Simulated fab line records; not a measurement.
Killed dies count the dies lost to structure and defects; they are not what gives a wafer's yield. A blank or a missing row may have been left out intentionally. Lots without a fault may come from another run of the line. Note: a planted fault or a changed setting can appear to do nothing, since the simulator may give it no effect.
Split-lot experiment    flow n5-finfet    7 lots, 21 wafers read, on a route of 1938 steps

THE SPLIT ITSELF
At N5_MOL_CONTACT_COAG_CONTACT_ETCH_14 (etches SiO2 in C4F6/O2, target depth 27.5 nm, overetch 8.5 nm, time 20 s), the setting source-w was moved away from the recipe's 370 W on 2 of the 21 wafers read, by +8.2% to +16.2%. The other wafers ran this setting at the recipe's value.

The reading is taken at the split's own step.

THE READING
rf-vpp-V, in V, at N5_MOL_CONTACT_COAG_CONTACT_ETCH_14 (etches SiO2 in C4F6/O2, target depth 27.5 nm, overetch 8.5 nm, time 20 s). Fault-free wafers of this fab line usually give 693 V, standard deviation 3.5 V.

wafer   tool, chamber at the split  source-w as run, W  against the recipe  rf-vpp-V, V  against lot-mates on the recipe
L075.2  rie-diel-06, 2              370                 recipe              696          -
L075.5  rie-diel-06, 3              370                 recipe              694          -
L075.6  rie-diel-06, 2              370                 recipe              697          -
L081.1  rie-diel-02, 1              370                 recipe              692          -
L081.2  rie-diel-02, 3              370                 recipe              688          -
L081.5  rie-diel-02, 1              430                 +16.2%              663          -27
L084.2  rie-diel-02, 2              370                 recipe              692          -
L084.3  rie-diel-02, 3              370                 recipe              688          -
L084.6  rie-diel-02, 1              370                 recipe              692          -
L086.2  rie-diel-03, 3              370                 recipe              688          -
L086.3  rie-diel-03, 0              370                 recipe              690          -
L086.6  rie-diel-03, 0              370                 recipe              692          -
L090.2  rie-diel-02, 3              370                 recipe              688          -
L090.5  rie-diel-02, 1              370                 recipe              691          -
L090.6  rie-diel-02, 2              370                 recipe              691          -
L091.2  rie-diel-02, 1              370                 recipe              692          -
L091.3  rie-diel-02, 3              370                 recipe              688          -
L091.5  rie-diel-02, 0              400.2               +8.2%               681          -9
L097.1  rie-diel-03, 3              370                 recipe              687          -
L097.2  rie-diel-03, 0              370                 recipe              690          -
L097.4  rie-diel-03, 2              370                 recipe              688          -

THE FIT
A straight line over all 21 wafers: rf-vpp-V changes by -1.61 V for each +1% of source-w; r = -0.91; the points scatter about the line by 2.9 V.
The same after taking each lot's own level away (the mean of its wafers on the recipe; 21 wafers): -1.56 V for each +1%; r = -0.96; scatter 1.9 V.
The reading moves by 25 V for the largest change in source-w, on that fit.
From 688.3 to 695.7 V: that is the span of the lots' own levels, equal to 2.1 times the standard deviation above.
Hence the lot-to-lot level has little effect on the slope; both slopes agree.
Check: -17.9 V against its lot-mates is what the line predicts for one of the wafers moved furthest among these (+16.2%) when that wafer is left out of the fit. It came out at -27 V against them.
Tool readings at the split's step, against how far the setting was moved: rf-vpp-V r = -0.91.

ADDITIONAL SPLITS CARRIED BY THESE WAFERS
Before the reading, these wafers also passed through other splits. Each is held against what the fit with the lots' levels taken away leaves over:
other split on the same wafers  wafers away from the commonest value  r with rf-vpp-V (lot level and that fit taken away)
N5_SDB_STRIP_22 power-w         7                                     +0.30
N5_HKMG_FIN_ETCH_54 source-w    7                                     -0.30

FILE'S OWN FIT
rf-vpp-V changes by -1.57 V for each +1% of source-w, r = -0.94.
